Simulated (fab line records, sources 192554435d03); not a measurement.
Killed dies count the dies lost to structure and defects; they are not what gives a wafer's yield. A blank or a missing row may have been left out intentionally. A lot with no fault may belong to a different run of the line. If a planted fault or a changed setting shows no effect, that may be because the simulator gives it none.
fab line records	flow n5_finfet
[record] lots = 4	wafers = 11	last_day = 16
route steps=1938 shown BEOL_M4@1099 BEOL_M5@1112 BEOL_M6@1251 BEOL_M15@1830 PASSIVATION@1936
lots that met no fault: taken from a fault-free run of the same line
start_h: the number of hours between the record's first day and the start of the first shown wafer of the lot	wait_h: how many hours have passed since the lot's step before this one	" as in the row above	L1.1+2: one row covering several wafers at once	- no value present, or no start provided	* or withheld: withheld	< > ~ a bound
route shown NAME@n: names a module that has steps shown in the file, with the first one's number in the route	usual: mean and standard deviation over wafers with no fault	same: alike in all rows	chamber/n: place in a boat	sites: readings site by site	_std_site: their standard deviation	_edge_site: inner sites' mean taken away from outer sites' mean	radius_mm: for every site, how far away it sits from the centre of the wafer	mask NAME#n: copy n	behind: the last tool/chamber to shape the wafer	hold: why the lot went on hold/how many hours it stayed there/how the hold came to an end	device: the transistor (n, p or np) that didn't switch	end of line: tests of these same wafers at the route's end	where a step has no rows: the recipe by itself	killed: count of dies lost to structure and defects at first sort (not the wafer's yield)	map: shows each die of a wafer: x if killed, . if not, _ if none is there
set.NAME: the setting that was run; set.NAME@STEP: the one run at that earlier step	model.NAME: the simulator's own value behind a step, which no gauge read
lots at some steps of the route; a table a step, a row a wafer
services: when a tool's chamber went out of use (start_h, in hours from the record's first day, below 0 if earlier), for how many hours, and the reason
[[steps]]
[step N5_BEOL_M4_ANNEAL_95]
[recipe] temp_c = 400	time_s = 240	ambient = vacuum
[step N5_BEOL_M4_SPUTTER_96]
[recipe] material = Cu	target_thk_a = 45	temp_c = -20	chamber_pressure_pa = 0.07	power_w = withheld	time_s = 8.29
[step N5_BEOL_M4_ECD_50]
[recipe] material = Cu	target_thk_a = 3000
[step N5_BEOL_M4_ANNEAL_51]
[recipe] temp_c = 225	time_s = 90	ambient = N2
[step N5_BEOL_M4_CMP_52]
[recipe] stop_on = SiOC	t_overpolish_s = 6.8	down_force_psi = 1	platen_rpm = 50	clearing_platen_down_force_psi = 1.5	clearing_platen_rpm = 50	post_cmp_clean = cu_alkaline	target_thk_nm = 40	clearing_platen_pad_velocity_m_s = 0.99484	pad_velocity_m_s = 0.99484
[step N5_BEOL_M4_PRE_CLEAN_60]
[recipe] gas = NH3/H2	time_s = 15	temp_c = *	rf_power_w = 300
[step N5_BEOL_M4_CO_CAP_55]
[recipe] material = Co	target_thk_a = 20	temp_c = 200	precursor = CCTBA/H2	pressure_torr = 30	time_s = 102.1
[step N5_BEOL_M4_PRE_CLEAN_56]
[recipe] gas = NH3	time_s = 15	temp_c = withheld	rf_power_w = 300
[step N5_BEOL_M4_DEP_57]
[recipe] material = SiCN	target_thk_a = 80	temp_c = withheld	precursor = 3MS/NH3	pressure_torr = 3	rf_w = 202	time_s = 14
[step N5_BEOL_M4_RC_MEAS_101]
[usual] DIBL_N = 36.9/1.6	DIBL_P = 37.1/2	IOFF_N = 0.17/0.032	IOFF_P = 0.22/0.036	ION_N = 674/12	ION_P = 463/7.8	SS_N = 71.7/0.63	SS_P = 73.5/0.62	VT_N = 249/3.3	VT_P = -250/3.5
lot.wafer	tool	chamber	start_h	wait_h	DIBL_N[mV/V]	DIBL_P[mV/V]	IOFF_N[nA/um]	IOFF_P[nA/um]	ION_N[uA/um]	ION_P[uA/um]	SS_N[mV/dec]	SS_P[mV/dec]	VT_N[mV]	VT_P[mV]
L928.1	prober-02	0	206.32	0.0	37.7	38.3	0.19	0.24	686	463	71.1	74.2	247	-250
L928.5	"	0	"	"	35.9	35.9	0.16	0.21	676	463	70.7	73.8	248	-252
L928.6	"	0	"	"	33.4	32.8	0.11	0.16	653	448	70.3	72.0	254	-253
L935.1	prober-01	0	249.56	0.0	33.5	35.4	0.12	0.16	651	442	71.2	72.7	253	-258
L935.4	"	0	"	"	38.0	41.7	0.21	0.25	690	473	72.3	74.5	248	-252
L939.1	prober-01	0	275.38	0.0	38.6	40.8	0.22	0.26	691	464	72.4	74.4	244	-247
L939.4	"	0	"	"	36.2	37.5	0.16	0.22	671	463	72.7	73.4	251	-250
L939.5	"	0	"	"	39.0	42.0	0.25	0.31	692	473	72.6	75.1	245	-248
L943.2	prober-02	0	298.55	0.2	35.2	33.8	0.13	0.21	677	471	70.9	73.2	254	-250
L943.3	"	0	"	"	34.8	32.4	0.12	0.18	657	456	71.0	72.9	254	-252
L943.4	"	0	"	"	36.9	35.5	0.15	0.24	689	475	71.6	73.8	249	-248
[step N5_BEOL_M5_ILD_DEP_00]
[recipe] material = SiCOH_lowk	target_thk_a = 1406.4	temp_c = 300	precursor = DEMS/porogen	pressure_torr = 5	rf_w = 500	time_s = 25.9
[step N5_BEOL_M5_CURE_79]
[recipe] temp_c = 385	time_s = 240	ambient = He/Ar	material = SiCOH_lowk
[step N5_BEOL_M5_PECVD_70]
[recipe] material = SiO2	target_thk_a = 160	temp_c = 400	precursor = TEOS/O2	pressure_torr = 5.5	rf_w = 450	teos_flow_sccm = 53.8	gas = O2	flow_sccm = 3000	time_s = 18
[step N5_BEOL_M5_HM_DEP_02]
[recipe] material = TiN	target_thk_a = 200	temp_c = 25	chamber_pressure_pa = 0.49996
[step N5_BEOL_M5_COAT_59]
[recipe] resist = SOC	temp_c = 250	time_s = 60	spin_rpm = 1500	resist_thk_nm = 60
[step N5_BEOL_M5_COAT_60]
[recipe] resist = SiARC	temp_c = 220	time_s = 60	spin_rpm = 1500	resist_thk_nm = 12
[step N5_BEOL_M5_COAT_71]
[recipe] resist = underlayer	temp_c = 205	time_s = 60	spin_rpm = 1500	resist_thk_nm = 5
[step N5_BEOL_M5_COAT_05]
[recipe] resist = CAR-EUV	spin_rpm = 1500	resist_thk_nm = 30
[step N5_BEOL_M5_EBR_07]
[recipe] solvent = PGMEA	ebr_width_mm = 1.5
[step N5_BEOL_M5_SOFTBAKE_06]
[recipe] temp_c = 110	time_s = 60	resist = CAR-EUV
[step N5_BEOL_M5_EXPOSE_08]
[recipe] mask_id = M5	na = 0.33	source_shape = annular	sigma_inner = 0.4	sigma_outer = 0.8	polarization = unpolarized	target_cd_nm = 28	dose_mj = 35.75
[step N5_BEOL_M5_PEB_09]
[recipe] peb_temp_c = 100	peb_time_s = 60	resist = CAR-EUV
[step N5_BEOL_M5_DEVELOP_10]
[recipe] develop_time_s = 30	developer = TMAH	resist = CAR-EUV	rinse_liquid = surfactant_rinse	dry = air_spin	dev_temp_c = 23
[step N5_BEOL_M5_DESCUM_16]
[recipe] chemistry = O2	time_s = 7	source_power_w = 50	bias_power_w = 20	pressure_mtorr = 20	rf_frequency_hz = 2.712e+07	temp_c = 40	resist = CAR-EUV	o2_flow_sccm = 225
[step N5_BEOL_M5_ETCH_72]
[recipe] chemistry = N2/H2	target = underlayer	target_depth_a = 65	mask_material = CAR-EUV	time_s = 5.2	ion_energy_ev = 200	pressure_mtorr = 30	source_w = 840	bias_w = 150	n2_flow_sccm = 200	h2_flow_sccm = 200	ends = cleared
[step N5_BEOL_M5_ETCH_61]
[recipe] chemistry = CF4	target = SiARC	target_depth_a = 156	mask_material = CAR-EUV	time_s = 26	ion_energy_ev = 80	pressure_mtorr = 40	source_w = 545	bias_w = 36	Ar_flow_sccm = 100	cf4_flow_sccm = 100	ends = cleared
[step N5_BEOL_M5_ETCH_62]
[recipe] chemistry = N2/H2	target = SOC	target_depth_a = 750	overetch_a = 150	mask_material = SiARC	temp_c = 40	time_s = 112.5	ion_energy_ev = 200	pressure_mtorr = 30	source_w = 840	bias_w = 150	n2_flow_sccm = 200	h2_flow_sccm = 200
[step N5_BEOL_M5_STRIP_63]
[recipe] chemistry = N2/H2	temp_c = 40	n2_flow_sccm = 200	h2_flow_sccm = 200	rf_frequency_hz = 6e+07
[step N5_BEOL_M5_STRIP_73]
[recipe] chemistry = N2/H2	temp_c = 40	n2_flow_sccm = 200	h2_flow_sccm = 200	rf_frequency_hz = 6e+07
[step N5_BEOL_M5_STRIP_64]
[recipe] chemistry = CF4	resist = SiARC	power_w = 300	bias_power_w = 75	pressure_mtorr = 50	cf4_flow_sccm = 150	rf_frequency_hz = 6e+07
[step N5_BEOL_M5_HM_OPEN_17]
[recipe] chemistry = Cl2/BCl3	target_depth_a = 200	overetch_a = 60	target = TiN	mask_material = SOC	ion_energy_ev = 150	pressure_mtorr = 10	icp_w = 1000	bias_w = 126	Cl2_flow_sccm = 53.25	bcl3_flow_sccm = 21.75	Ar_flow_sccm = 25
[step N5_BEOL_M5_STRIP_19]
[recipe] chemistry = O2	power_w = 400	temp_c = 40	pressure_mtorr = 30	rf_frequency_hz = 6e+07	bias_power_w = 0	overash_fraction = 0.2	o2_flow_sccm = 225
[step N5_BEOL_M5_COAT_65]
[recipe] resist = SOC	temp_c = 250	time_s = 60	spin_rpm = 1500	resist_thk_nm = 60
[step N5_BEOL_M5_COAT_66]
[recipe] resist = SiARC	temp_c = 220	time_s = 60	spin_rpm = 1500	resist_thk_nm = 12
[step N5_BEOL_M6_ALD_77]
[recipe] material = TaN	target_thk_a = 20	temp_c = 275	ald_precursor_family = PDMAT	ald_co_reactant = NH3	pressure_torr = 3	carrier_flow_sccm = 1500	pulse_time_s = 2	purge_time_s = 3	co_reactant_purge_time_s = 2	co_reactant_pulse_time_s = 3	ald_cycles = 40	precursor_vessel_temp_c = 75	precursor_vessel_pressure_torr = 26.25	precursor_vessel_carrier_sccm = 1000
[usual] ald_cycles = 40/0	heater_power_w = 411/43
lot.wafer	tool	chamber	start_h	wait_h	ald_cycles	heater_power_w	model.TaN_of_BEOL_M6_ALD_77.thk_nm
L928.1	ald_metal-04	0	225.34	0.0	40	432	2
L928.5	"	0	"	"	40	430	2
L928.6	"	3	"	"	40	370	2
L935.1	ald_metal-04	3	266.67	0.0	23	377	1.2
L935.4	"	2	"	"	40	425	2
L939.1	ald_metal-04	2	295.48	0.0	23	429	1.2
L939.4	"	0	"	"	40	426	2
L939.5	"	2	"	"	40	424	2
L943.2	ald_metal-03	1	314.60	0.3	40	437	2
L943.3	"	0	"	"	40	495	2
L943.4	"	2	"	"	40	451	2
[step N5_BEOL_M15_RC_MEAS_101]
[usual] COMB_M10 = 1.47e-11/2.9e-12	COMB_M11 = 1.5e-11/3e-12	COMB_M12 = 6.2e-12/1.2e-12	COMB_M13 = 4.8e-12/1.1e-12	COMB_M14 = 3.5e-12/7.7e-13	COMB_M15 = 2.5e-12/5.6e-13	COMB_M5 = 3.6e-11/7.7e-12	COMB_M6 = 2.5e-11/5.1e-12	COMB_M6_max_site = 3.6e-11/8.8e-12	COMB_M7 = 2.5e-11/5e-12	COMB_M8 = 2.6e-11/5.6e-12	COMB_M9 = 1.45e-11/3e-12	SERP_M10 = 3.14/0.085	SERP_M11 = 3.03/0.089	SERP_M12 = 0.638/0.019	SERP_M13 = 0.309/0.0053	SERP_M14 = 0.161/0.0054	SERP_M5 = 38.9/1.8	SERP_M6 = 14.0/0.6	SERP_M7 = 13.8/0.55	SERP_M8 = 14.0/0.59	SERP_M8_max_site = 14.6/0.65	SERP_M9 = 3.06/0.081
lot.wafer	tool	chamber	start_h	wait_h	COMB_M10[S/m]	COMB_M11[S/m]	COMB_M12[S/m]	COMB_M13[S/m]	COMB_M14[S/m]	COMB_M15[S/m]	COMB_M5[S/m]	COMB_M6[S/m]	COMB_M6_max_site[S/m]	COMB_M7[S/m]	COMB_M8[S/m]	COMB_M9[S/m]	SERP_M10[ohm/um]	SERP_M11[ohm/um]	SERP_M12[ohm/um]	SERP_M13[ohm/um]	SERP_M14[ohm/um]	SERP_M5[ohm/um]	SERP_M6[ohm/um]	SERP_M7[ohm/um]	SERP_M8[ohm/um]	SERP_M8_max_site[ohm/um]	SERP_M9[ohm/um]
L928.1	prober-02	0	299.51	0.0	1.5e-11	1.4e-11	6.9e-12	7.3e-12	3.9e-12	2.8e-12	5.1e-11	1.9e-11	2.3e-11	2e-11	2.2e-11	1.55e-11	3.23	3.06	0.660	0.297	0.152	41.3	13.7	14.2	13.3	14.0	3.16
L928.5	"	0	"	"	1.85e-11	1.3e-11	6.4e-12	4.6e-12	3.2e-12	2.6e-12	3.6e-11	2.6e-11	3.5e-11	2.2e-11	2.5e-11	1.63e-11	3.16	3.11	0.635	0.308	0.153	40.7	14.1	13.3	14.1	14.3	3.17
L928.6	"	0	"	"	1.66e-11	1.3e-11	6.3e-12	5.8e-12	3e-12	2.6e-12	4.1e-11	2.2e-11	2.7e-11	2e-11	2.4e-11	1.59e-11	3.15	2.95	0.658	0.303	0.164	39.7	14.4	13.5	14.1	14.4	3.10
L935.1	prober-02	0	333.82	0.5	1.79e-11	1.8e-11	6.2e-12	4.5e-12	3.6e-12	2.5e-12	4e-11	9.8e-11	1.43e-10	3.8e-11	2.7e-11	1.34e-11	3.16	3.12	0.653	0.306	0.164	38.7	12.6	13.6	14.8	15.2	3.15
L935.4	"	0	"	"	1.19e-11	1.6e-11	7e-12	3.9e-12	3.9e-12	3.5e-12	3.7e-11	2.2e-11	2.9e-11	2.6e-11	3e-11	1.11e-11	3.09	3.15	0.621	0.315	0.159	37.1	14.5	13.6	13.6	13.7	3.05
L939.1	prober-01	0	361.00	0.0	1.51e-11	1.3e-11	5.3e-12	4.6e-12	3.1e-12	1.6e-12	3.4e-11	6.3e-11	8.8e-11	3e-11	2.1e-11	1.29e-11	3.20	2.90	0.654	0.304	0.170	39.2	13.3	13.4	14.1	14.8	3.05
L939.4	"	0	"	"	1.21e-11	1.4e-11	4.6e-12	3.5e-12	2.4e-12	1.8e-12	2.7e-11	2.1e-11	4e-11	3.3e-11	1.8e-11	1.22e-11	3.19	3.00	0.617	0.306	0.171	38.7	14.2	14.2	13.9	14.5	2.89
L939.5	"	0	"	"	1.41e-11	1.4e-11	5.2e-12	3.5e-12	1.8e-12	1.9e-12	2.8e-11	2.3e-11	3.1e-11	2.9e-11	2.3e-11	1.1e-11	3.05	3.02	0.647	0.312	0.168	40.6	12.9	14.8	13.6	14.0	2.96
L943.2	prober-02	0	380.69	0.4	1.03e-11	1.2e-11	6.8e-12	7.7e-12	3.5e-12	2.6e-12	3e-11	2.3e-11	2.8e-11	2.3e-11	3.3e-11	1.66e-11	3.12	2.95	0.695	0.308	0.157	37.0	13.8	13.6	14.5	15.1	3.06
L943.3	"	0	"	"	1.37e-11	1.6e-11	5.9e-12	6.6e-12	4.4e-12	2.8e-12	3e-11	2e-11	2.7e-11	3e-11	2.8e-11	1.09e-11	3.08	2.93	0.646	0.311	0.163	33.8	14.1	13.7	13.0	13.6	2.97
L943.4	"	0	"	"	1.16e-11	2.1e-11	7.4e-12	5e-12	3.5e-12	3.1e-12	3.1e-11	3.2e-11	4.2e-11	1.8e-11	2.6e-11	1.28e-11	3.18	2.92	0.657	0.309	0.158	39.7	13.7	13.8	12.9	13.4	2.92
// sites COMB_M6 radius_mm=0,75,75,75,75,140,140,140,140
L928.1 2.1e-11 2.2e-11 2.3e-11 1.6e-11 1.6e-11 1.9e-11 1.7e-11 1.9e-11 1.5e-11
L935.1 1.18e-10 8.3e-11 6.2e-11 1.16e-10 9.2e-11 1.41e-10 9.8e-11 9.4e-11 1.43e-10
L939.1 5.8e-11 7.3e-11 5.2e-11 7.2e-11 6.2e-11 7.1e-11 8.8e-11 6.3e-11 5.7e-11
L943.2 1.9e-11 2.4e-11 1.7e-11 2.4e-11 2.3e-11 2.2e-11 2.8e-11 2.4e-11 2.2e-11
[step N5_PASSIVATION_PROBE_49]
[usual] defect_limited_yield = 90.9/1.6	killed_at_M0_to_M3 = 34/11	killed_at_M4_up = 14/5.7	killed_at_contacts = 13/6.5	killed_at_front_end = 43/11	killed_at_other = 4/3.1	killed_dies = 107/19	killed_open = 71/14	killed_short = 35/7.9	sort_bin_4_leakage = 0/0	sort_bin_5_function = 5.3/1.1	sort_bin_6_memory = 3.4/0.74	sort_n_pass = 1073/19	sort_yield_pct = 90.9/1.6
[same] gross_dies = 1180	killed_at_back_side = 0	sort_bin_8_speed[%] = 0
lot.wafer	tool	chamber	start_h	wait_h	defect_limited_yield[%]	killed_at_M0_to_M3	killed_at_M4_up	killed_at_contacts	killed_at_front_end	killed_at_other	killed_dies	killed_open	killed_short	sort_bin_4_leakage[%]	sort_bin_5_function[%]	sort_bin_6_memory[%]	sort_n_pass	sort_yield_pct[%]
L928.1	prober-02	-	312.23	0.0	92.7	28	8	13	34	3	86	64	21	0	4.8	2.2	1094	92.7
L928.5	prober-02	-	312.43	0.2	87.5	71	15	17	44	1	148	89	58	0	6.8	5.2	1032	87.5
L928.6	prober-02	-	312.48	0.3	90.7	33	17	15	41	4	110	79	30	0	5.9	3.1	1070	90.7
L935.1	prober-01	-	347.63	0.0	91.4	32	18	5	43	3	101	54	34	1.02	3.4	3.8	1079	91.4
L935.4	prober-01	-	347.78	0.2	93.5	14	3	16	43	1	77	50	27	0	3.4	2.9	1103	93.5
L939.1	prober-02	-	380.24	0.8	89.5	24	24	8	68	0	124	73	34	1.10	5.3	3.1	1056	89.5
L939.4	prober-02	-	380.39	0.9	89.4	46	10	9	59	1	125	84	39	0	6.6	3.6	1055	89.4
L939.5	prober-02	-	380.44	1.0	89.7	37	19	12	50	3	121	80	41	0	6.4	3.5	1059	89.7
L943.2	prober-01	-	392.67	0.1	87.7	44	16	10	65	10	145	97	47	0	7.5	4.6	1035	87.7
L943.3	prober-01	-	392.72	0.1	91.9	20	8	8	52	7	95	60	34	0	5.4	2.3	1085	91.9
L943.4	prober-01	-	392.77	0.2	89.2	45	32	8	38	4	127	83	43	0	6.6	4.1	1053	89.2
// killed by level:class
L928.1 MOL_CONTACT_COAG:geometric_particle:open=12 BEOL_M0_SAQP:geometric_particle:open=11 STI_FIN_REVEAL:geometric_particle:open=8 FIN_SAQP:geometric_particle:open=7 FIN_SAQP:geometric_particle:short=6 BEOL_M1:geometric_particle:open=6 BEOL_M0_SAQP:geometric_particle:short=5 BEOL_M4:geometric_particle:open=4
L928.5 BEOL_M0_SAQP:geometric_particle:short=26 BEOL_M0_SAQP:geometric_particle:open=20 MOL_CONTACT_COAG:geometric_particle:open=13 BEOL_M4:geometric_particle:open=11 FIN_SAQP:geometric_particle:open=10 STI_FIN_REVEAL:geometric_particle:open=8 BEOL_M1:geometric_particle:short=6 BEOL_M2:geometric_particle:open=6
L928.6 STI_FIN_REVEAL:geometric_particle:open=12 BEOL_M4:geometric_particle:open=12 BEOL_M0_SAQP:geometric_particle:open=11 MOL_CONTACT_COAG:geometric_particle:open=11 BEOL_M0_SAQP:geometric_particle:short=9 FIN_SAQP:geometric_particle:open=7 DUMMY_GATE:geometric_particle:open=7 GATE_CUT:geometric_particle:open=4
L935.1 M6:area_ald=12 DUMMY_GATE:geometric_particle:open=10 STI_FIN_REVEAL:geometric_particle:open=8 BEOL_M0_SAQP:geometric_particle:short=8 BEOL_M0_SAQP:geometric_particle:open=7 FIN_SAQP:geometric_particle:short=6 BEOL_M3:geometric_particle:open=5 FIN_SAQP:geometric_particle:open=4
L935.4 MOL_CONTACT_COAG:geometric_particle:open=14 STI_FIN_REVEAL:geometric_particle:open=12 FIN_SAQP:geometric_particle:short=8 DUMMY_GATE:geometric_particle:open=6 ILD0:geometric_particle:open=3 ILD0:geometric_particle:short=3 BEOL_M0_SAQP:geometric_particle:short=3 BEOL_M3:geometric_particle:open=3
L939.1 FIN_SAQP:geometric_particle:short=20 FIN_SAQP:geometric_particle:open=17 M6:area_ald=13 STI_FIN_REVEAL:geometric_particle:open=9 BEOL_M2:geometric_particle:open=8 BEOL_M4:geometric_particle:open=7 MOL_CONTACT_COAG:geometric_particle:open=7 BEOL_M0_SAQP:geometric_particle:open=7
L939.4 STI_FIN_REVEAL:geometric_particle:open=17 BEOL_M2:geometric_particle:open=15 FIN_SAQP:geometric_particle:open=12 BEOL_M0_SAQP:geometric_particle:short=11 DUMMY_GATE:geometric_particle:open=9 MOL_CONTACT_COAG:geometric_particle:open=9 FIN_SAQP:geometric_particle:short=6 BEOL_M0_SAQP:geometric_particle:open=5
L939.5 STI_FIN_REVEAL:geometric_particle:open=17 DUMMY_GATE:geometric_particle:open=10 MOL_CONTACT_COAG:geometric_particle:open=9 BEOL_M4:geometric_particle:open=8 BEOL_M0_SAQP:geometric_particle:open=8 BEOL_M2:geometric_particle:open=8 STARTING-WAFER:geometric_particle:short=8 BEOL_M0_SAQP:geometric_particle:short=7
L943.2 FIN_SAQP:geometric_particle:open=22 FIN_SAQP:geometric_particle:short=16 BEOL_M0_SAQP:geometric_particle:open=12 BEOL_M0_SAQP:geometric_particle:short=12 MOL_CONTACT_COAG:geometric_particle:open=9 BEOL_M4:geometric_particle:open=8 ILD0:geometric_particle:open=6 BEOL_M0:geometric_particle:open=5
L943.3 STI_FIN_REVEAL:geometric_particle:open=9 FIN_SAQP:geometric_particle:open=8 FIN_SAQP:geometric_particle:short=6 ILD0:geometric_particle:open=5 MOL_CONTACT_COAG:geometric_particle:open=5 BEOL_M0:geometric_particle:open=5 BEOL_M1:geometric_particle:open=4 GATE_CUT:geometric_particle:short=4
L943.4 BEOL_M4:geometric_particle:open=14 BEOL_M0_SAQP:geometric_particle:open=13 FIN_SAQP:geometric_particle:open=12 BEOL_M0_SAQP:geometric_particle:short=11 FIN_SAQP:geometric_particle:short=8 BEOL_M1:geometric_particle:open=6 BEOL_M2:geometric_particle:open=6 MOL_CONTACT_COAG:geometric_particle:open=5
// map L935.1 (x killed, . not)
_________________..x..x.x....________________
______________....x..x..x......._____________
___________...................x....__________
__________............x............._________
________.........x....x..............._______
_______.....x.......x..........x.......______
______......x.....x..x..............x..._____
_____.......x....x.......................____
____......x.x......x...........x.......x..___
___...x..........x......x...x.x.x..x......x__
___........................................__
__.....................xx.......x..........._
__............x.......................x....._
_........x..........................x......x.
_...x........................................
_.........................x.x.......x..x..x..
_x....x.x.......x............................
_..........x...x.......x.....................
_.............x..................x...........
_.........xx...............x.......x.x.......
_..xx.............................x..........
__..........x................x...........x.._
__...x....x.....................x..........._
___.x......x...............x.x....x........__
___.....xx....................x.x.x.....x..__
____..........x..................x.......x___
_____.x..........x..x........x..x.x..x...____
______.x......x...x.x.......x........x.._____
_______................................______
________..................x..........._______
__________.........................._________
___________......x.....x...........__________
______________..x.............x._____________
_________________............________________
// map L939.4 (x killed, . not)
_________________.....x...x..________________
______________..x..........x...._____________
___________.........x...x......x...__________
__________.........x.x.....x....x..._________
________.....x..x....................._______
_______................x.............x.______
______...x.x...........x......x........._____
_____...x.....xx.........................____
____...x..xxx.....x....x..x.......xx......___
___....xx.......................x..........__
___......x........................x........__
__...x...x......x............xxx............_
__.........x.........x........x.x..........._
_........................x.........x.........
_.....x.....x.......x....x..x.....x...xx.....
_...x........................................
_......x....x..x.x...x..xx........x..........
_..........................x...........x.....
_.x...x................x.....x...x....x......
_....xxx.....x.............x....x........x..x
_.x........x..........................x......
__.x.......x...............x...........x.xx._
__.........x..x............................._
___x..........xx.x.........x...............__
___...........xx............x..............__
____...........................x..........___
_____..............x.....x.x.x...x.......____
______........x.x......x...x...........x_____
_______............x.....x....x...x....______
________.........x......x........x...._______
__________.x..............x........._________
___________............x......x....__________
______________....x........x...._____________
_________________...x........________________
[[services]]
tool	chamber	start_h	hours	kind
ald_metal-04	-	250.67	0.6	repair
ald_metal-04	3	290.06	1.5	repair
ald_metal-03	3	296.05	1.6	repair
ald_metal-03	1	297.75	5.9	repair
[[key]]
[first_sign] step = N5_BEOL_M6_ALD_77	reading = ald_cycles	direction = down	sigmas = 99+	usual = *	struck = *
[effect] step = N5_BEOL_M15_RC_MEAS_101	reading = COMB_M6	direction = up	sigmas = 11	usual = 2.5e-11	struck = 8e-11
[effect] step = N5_PASSIVATION_PROBE_49	reading = sort_bin_4_leakage	direction = up	sigmas = 12	usual = 0	struck = 1.06
[model_effect] step = N5_BEOL_M6_ALD_77	value = TaN_of_BEOL_M6_ALD_77.thk_nm	without = 2	struck = 1.2
met_at N5_BEOL_M6_ALD_77
struck_wafers L935.1,L939.1
onset_between 225.34 266.67
[fault] kind = process_parameter_drift	tool = ald_metal-04	chamber = -	onset_h = 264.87	steps = N5_BEOL_M6_ALD_77	channel = ald_cycles	offset = *	shape = step	end_h = 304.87	scope = struck_wafers_only	acts_in = *	stated = *
